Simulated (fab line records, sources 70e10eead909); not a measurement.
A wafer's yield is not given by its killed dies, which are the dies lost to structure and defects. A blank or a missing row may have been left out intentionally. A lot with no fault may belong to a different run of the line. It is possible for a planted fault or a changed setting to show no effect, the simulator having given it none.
Which tool is to blame? || flow nand_harc || 13 lots, 39 wafers sampled, at 5 steps of a route of 1302

== WHAT EACH GAUGE READ, for each wafer ==
NHARC_A_BONDPAD_CD_MEAS_09: target cd 500 nm. Usual: cd_nm reads 499.3 nm (standard deviation 1.8).
{"lot": "L499", "measured": "day 22 23:31", "on": "cd_sem-03", "cd_nm (nm)": "495.6 501.9 498.3", "flag": ""}
{"lot": "L500", "measured": "day 23 13:13", "on": "cd_sem-03", "cd_nm (nm)": "499.8 495.3 499.5", "flag": ""}
{"lot": "L501", "measured": "day 23 13:34", "on": "cd_sem-02", "cd_nm (nm)": "500.4 500.4 502.8", "flag": ""}
{"lot": "L502", "measured": "day 23 15:35", "on": "cd_sem-02", "cd_nm (nm)": "499.3 501.6", "flag": ""}
{"lot": "L503", "measured": "day 24 07:44", "on": "cd_sem-03", "cd_nm (nm)": "498.6 498.7 501.3", "flag": ""}
{"lot": "L505", "measured": "day 25 15:15", "on": "cd_sem-03", "cd_nm (nm)": "502.9 499.5 497.5", "flag": ""}
{"lot": "L511", "measured": "day 28 17:33", "on": "cd_sem-03", "cd_nm (nm)": "496.6 500.7 500.6", "flag": ""}
{"lot": "L513", "measured": "day 28 23:48", "on": "cd_sem-02", "cd_nm (nm)": "498.5 497.1 498.7", "flag": ""}
{"lot": "L515", "measured": "day 29 18:07", "on": "cd_sem-03", "cd_nm (nm)": "498.7 496.7 496.3", "flag": ""}
{"lot": "L517", "measured": "day 30 20:20", "on": "cd_sem-02", "cd_nm (nm)": "495.8 501.2 499.5", "flag": ""}
{"lot": "L519", "measured": "day 31 01:17", "on": "cd_sem-03", "cd_nm (nm)": "497.2 497.2 497.5", "flag": ""}
{"lot": "L518", "measured": "day 31 02:59", "on": "cd_sem-02", "cd_nm (nm)": "501.3 501.4 499.7", "flag": ""}
{"lot": "L522", "measured": "day 32 20:56", "on": "cd_sem-03", "cd_nm (nm)": "501.1 497.3 499.2", "flag": ""}

NHARC_A_BONDPAD_CD_MEAS_13. Usual: cd_nm reads 499.0 nm (standard deviation 2.1).
{"lot": "L499", "measured": "day 23 00:05", "on": "cd_sem-03", "cd_nm (nm)": "495.5 502.1 497.9", "flag": ""}
{"lot": "L500", "measured": "day 23 13:47", "on": "cd_sem-01", "cd_nm (nm)": "500.1 494.7 499.9", "flag": ""}
{"lot": "L501", "measured": "day 23 14:08", "on": "cd_sem-03", "cd_nm (nm)": "500.7 500.9 502.9", "flag": ""}
{"lot": "L502", "measured": "day 23 16:07", "on": "cd_sem-02", "cd_nm (nm)": "498.9 502.3", "flag": ""}
{"lot": "L503", "measured": "day 24 08:16", "on": "cd_sem-03", "cd_nm (nm)": "497.3 497.5 500.3", "flag": ""}
{"lot": "L505", "measured": "day 25 15:47", "on": "cd_sem-01", "cd_nm (nm)": "502.8 499.8 496.9", "flag": ""}
{"lot": "L511", "measured": "day 28 18:05", "on": "cd_sem-01", "cd_nm (nm)": "494.5 499.1 499.7", "flag": ""}
{"lot": "L513", "measured": "day 29 00:20", "on": "cd_sem-02", "cd_nm (nm)": "497.1 496.9 498.5", "flag": ""}
{"lot": "L515", "measured": "day 29 18:38", "on": "cd_sem-01", "cd_nm (nm)": "499.3 496.3 495.9", "flag": ""}
{"lot": "L517", "measured": "day 30 20:52", "on": "cd_sem-02", "cd_nm (nm)": "495.1 501.3 498.7", "flag": ""}
{"lot": "L519", "measured": "day 31 01:49", "on": "cd_sem-02", "cd_nm (nm)": "496.4 494.7 495.9", "flag": ""}
{"lot": "L518", "measured": "day 31 03:30", "on": "cd_sem-03", "cd_nm (nm)": "501.8 502.0 498.8", "flag": ""}
{"lot": "L522", "measured": "day 32 21:28", "on": "cd_sem-02", "cd_nm (nm)": "500.3 496.2 499.3", "flag": ""}

NHARC_END_SORT_01. Usual: defect_limited_yield 89.8 %, standard deviation 2.4; killed_at_array 64, standard deviation 16; killed_at_other 1.0, standard deviation 1.1; killed_at_periphery 3.5, standard deviation 2.3; killed_dies 69, standard deviation 17; killed_open 3.2, standard deviation 1.6; killed_short 2.4, standard deviation 1.6.
{"lot": "L502", "measured": "day 25 08:20", "on": "prober-02", "defect_limited_yield (%)": "3.0 89.8 92.5", "killed_at_array": "54 66 51", "killed_at_other": "2 0 0", "killed_at_periphery": "601 3 0", "killed_dies": "657 69 51", "killed_open": "4 6 1", "killed_short": "2 0 2", "flag": "OFF"}
{"lot": "L511", "measured": "day 30 06:25", "on": "prober-01", "defect_limited_yield (%)": 91.0, "killed_at_array": 57, "killed_at_other": 1, "killed_at_periphery": 3, "killed_dies": 61, "killed_open": 7, "killed_short": 2, "flag": ""}
{"lot": "L513", "measured": "day 30 12:36", "on": "prober-02", "defect_limited_yield (%)": "91.6 92.9 91.4", "killed_at_array": "47 40 48", "killed_at_other": "1 0 0", "killed_at_periphery": "9 8 10", "killed_dies": "57 48 58", "killed_open": "3 4 5", "killed_short": "2 3 4", "flag": ""}
{"lot": "L515", "measured": "day 31 07:37", "on": "prober-02", "defect_limited_yield (%)": 90.0, "killed_at_array": 60, "killed_at_other": 0, "killed_at_periphery": 8, "killed_dies": 68, "killed_open": 1, "killed_short": 3, "flag": ""}

== WHICH TOOL RAN EACH LOT (tool, then ch and the chambers of the sampled wafers, then the start) ==
{"lot": "L499", "NHARC_P_M0_PVD_21": "pvd_sputter-02, day 6 06:47", "NHARC_A_M1_CMP_23": "cmp-04 ch 1,2, day 22 21:15"}
{"lot": "L500", "NHARC_P_M0_PVD_21": "pvd_sputter-03, day 6 14:17", "NHARC_A_M1_CMP_23": "cmp-03 ch 0,2,3, day 23 10:50"}
{"lot": "L501", "NHARC_P_M0_PVD_21": "pvd_sputter-02, day 7 02:38", "NHARC_A_M1_CMP_23": "cmp-03 ch 0,1,2, day 23 11:10"}
{"lot": "L502", "NHARC_P_M0_PVD_21": "pvd_sputter-02, day 7 06:47", "NHARC_A_M1_CMP_23": "cmp-02 ch 0,3, day 23 13:17"}
{"lot": "L503", "NHARC_P_M0_PVD_21": "pvd_sputter-03, day 7 21:53", "NHARC_A_M1_CMP_23": "cmp-04 ch 1,2,3, day 24 05:30"}
{"lot": "L505", "NHARC_P_M0_PVD_21": "pvd_sputter-03, day 8 17:26", "NHARC_A_M1_CMP_23": "cmp-04 ch 1,3, day 25 12:52"}
{"lot": "L511", "NHARC_P_M0_PVD_21": "pvd_sputter-03, day 11 13:16", "NHARC_A_M1_CMP_23": "cmp-04 ch 0,1,2, day 28 15:20"}
{"lot": "L513", "NHARC_P_M0_PVD_21": "pvd_sputter-03, day 12 03:08", "NHARC_A_M1_CMP_23": "cmp-04 ch 0,2,3, day 28 21:25"}
{"lot": "L515", "NHARC_P_M0_PVD_21": "pvd_sputter-01, day 13 00:53", "NHARC_A_M1_CMP_23": "cmp-02 ch 0,3, day 29 15:42"}
{"lot": "L517", "NHARC_P_M0_PVD_21": "pvd_sputter-03, day 13 13:53", "NHARC_A_M1_CMP_23": "cmp-02 ch 0,1,3, day 30 18:05"}
{"lot": "L519", "NHARC_P_M0_PVD_21": "pvd_sputter-02, day 14 05:35", "NHARC_A_M1_CMP_23": "cmp-04 ch 0,2,3, day 30 22:53"}
{"lot": "L518", "NHARC_P_M0_PVD_21": "pvd_sputter-02, day 14 07:02", "NHARC_A_M1_CMP_23": "cmp-04 ch 1,2,3, day 31 00:34"}
{"lot": "L522", "NHARC_P_M0_PVD_21": "pvd_sputter-02, day 16 00:49", "NHARC_A_M1_CMP_23": "cmp-02 ch 0,2, day 32 18:35"}
- NHARC_P_M0_PVD_21: deposits Cu, target thk 30 nm, time 20.49 s.
- NHARC_A_M1_CMP_23: polishes, t overpolish 20 s, target thk 154.34 nm.

== WHAT THE TOOLS THEMSELVES READ (means of the sampled wafers that have a number; where no wafer has one, the mark that the record gives instead) ==
NHARC_P_M0_PVD_21. Usual: throttle_valve_pct reads 29.9 % (standard deviation 0.94).
{"lot": "L499", "tool": "pvd_sputter-02", "throttle_valve_pct (%)": 29.1, "flag": ""}
{"lot": "L500", "tool": "pvd_sputter-03", "throttle_valve_pct (%)": 29.5, "flag": ""}
{"lot": "L501", "tool": "pvd_sputter-02", "throttle_valve_pct (%)": 30.9, "flag": ""}
{"lot": "L502", "tool": "pvd_sputter-02", "throttle_valve_pct (%)": 30.1, "flag": ""}
{"lot": "L503", "tool": "pvd_sputter-03", "throttle_valve_pct (%)": 29.4, "flag": ""}
{"lot": "L505", "tool": "pvd_sputter-03", "throttle_valve_pct (%)": 29.2, "flag": ""}
{"lot": "L511", "tool": "pvd_sputter-03", "throttle_valve_pct (%)": 30.2, "flag": ""}
{"lot": "L513", "tool": "pvd_sputter-03", "throttle_valve_pct (%)": 29.4, "flag": ""}
{"lot": "L515", "tool": "pvd_sputter-01", "throttle_valve_pct (%)": 30.0, "flag": ""}
{"lot": "L517", "tool": "pvd_sputter-03", "throttle_valve_pct (%)": 29.3, "flag": ""}
{"lot": "L519", "tool": "pvd_sputter-02", "throttle_valve_pct (%)": 29.8, "flag": ""}
{"lot": "L518", "tool": "pvd_sputter-02", "throttle_valve_pct (%)": 29.8, "flag": ""}
{"lot": "L522", "tool": "pvd_sputter-02", "throttle_valve_pct (%)": 29.3, "flag": ""}

NHARC_A_M1_CMP_23. Usual: motor_current_A 11.9 A, standard deviation 1.3; retaining_ring_pressure_frac 1.000, standard deviation 0.0047; time_to_endpoint_s 29.2 s, standard deviation 2.5.
{"lot": "L499", "tool": "cmp-04", "motor_current_A (A)": 13.3, "retaining_ring_pressure_frac": 1.001, "time_to_endpoint_s (s)": 29.9, "flag": ""}
{"lot": "L500", "tool": "cmp-03", "motor_current_A (A)": 11.8, "retaining_ring_pressure_frac": 1.001, "time_to_endpoint_s (s)": 32.1, "flag": ""}
{"lot": "L501", "tool": "cmp-03", "motor_current_A (A)": 12.0, "retaining_ring_pressure_frac": 1.000, "time_to_endpoint_s (s)": 30.1, "flag": ""}
{"lot": "L502", "tool": "cmp-02", "motor_current_A (A)": 11.2, "retaining_ring_pressure_frac": 1.003, "time_to_endpoint_s (s)": 28.9, "flag": ""}
{"lot": "L503", "tool": "cmp-04", "motor_current_A (A)": 12.2, "retaining_ring_pressure_frac": 0.998, "time_to_endpoint_s (s)": 32.5, "flag": ""}
{"lot": "L505", "tool": "cmp-04", "motor_current_A (A)": 10.5, "retaining_ring_pressure_frac": 0.995, "time_to_endpoint_s (s)": 28.3, "flag": ""}
{"lot": "L511", "tool": "cmp-04", "motor_current_A (A)": 12.9, "retaining_ring_pressure_frac": 1.001, "time_to_endpoint_s (s)": 28.2, "flag": ""}
{"lot": "L513", "tool": "cmp-04", "motor_current_A (A)": 12.4, "retaining_ring_pressure_frac": 1.000, "time_to_endpoint_s (s)": 30.1, "flag": ""}
{"lot": "L515", "tool": "cmp-02", "motor_current_A (A)": 11.5, "retaining_ring_pressure_frac": 1.000, "time_to_endpoint_s (s)": 27.6, "flag": ""}
{"lot": "L517", "tool": "cmp-02", "motor_current_A (A)": 11.6, "retaining_ring_pressure_frac": 1.001, "time_to_endpoint_s (s)": 30.1, "flag": ""}
{"lot": "L519", "tool": "cmp-04", "motor_current_A (A)": 11.7, "retaining_ring_pressure_frac": 1.006, "time_to_endpoint_s (s)": 30.6, "flag": ""}
{"lot": "L518", "tool": "cmp-04", "motor_current_A (A)": 11.8, "retaining_ring_pressure_frac": 1.002, "time_to_endpoint_s (s)": 27.1, "flag": ""}
{"lot": "L522", "tool": "cmp-02", "motor_current_A (A)": 12.4, "retaining_ring_pressure_frac": 1.000, "time_to_endpoint_s (s)": 26.0, "flag": ""}

== THE ANSWER, worked out from the rows above alone ==
Rule: a lot counts as off when the mean over its wafers that have a number is more than 3 standard deviations away from the usual mean. Also off: a lot with no number at a reading for which 4 or more lots have one. All remaining lots with rows at the step are treated as sound. The gauges are gone through in route order, then the tools' own readings, and for those a lot's mean is taken as printed above. The first step at which some lot is off is used, and at that step the reading that is off furthest; a lot without a number counts as furthest.
Off: L502 (NHARC_END_SORT_01, killed_at_periphery). Neither off nor sound, because the step has no rows for them: L499, L500, L501, L503, L505, L517, L519, L518, L522.
If a tool, at a process step before that reading, ran all the lots that are off and no sound lot after the first of them, it fits. Those tools and the gauges at NHARC_END_SORT_01 are tried in the same way. One fits: NHARC_P_M0_PVD_21 on pvd_sputter-02. It ran no sound lot before its first lot that is off in this sample, so the start can't be narrowed down.

== WHAT THE SIMULATOR HAD PUT IN ==
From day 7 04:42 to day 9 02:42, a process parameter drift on pvd_sputter-02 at NHARC_P_M0_PVD_21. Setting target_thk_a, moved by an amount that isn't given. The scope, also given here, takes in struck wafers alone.
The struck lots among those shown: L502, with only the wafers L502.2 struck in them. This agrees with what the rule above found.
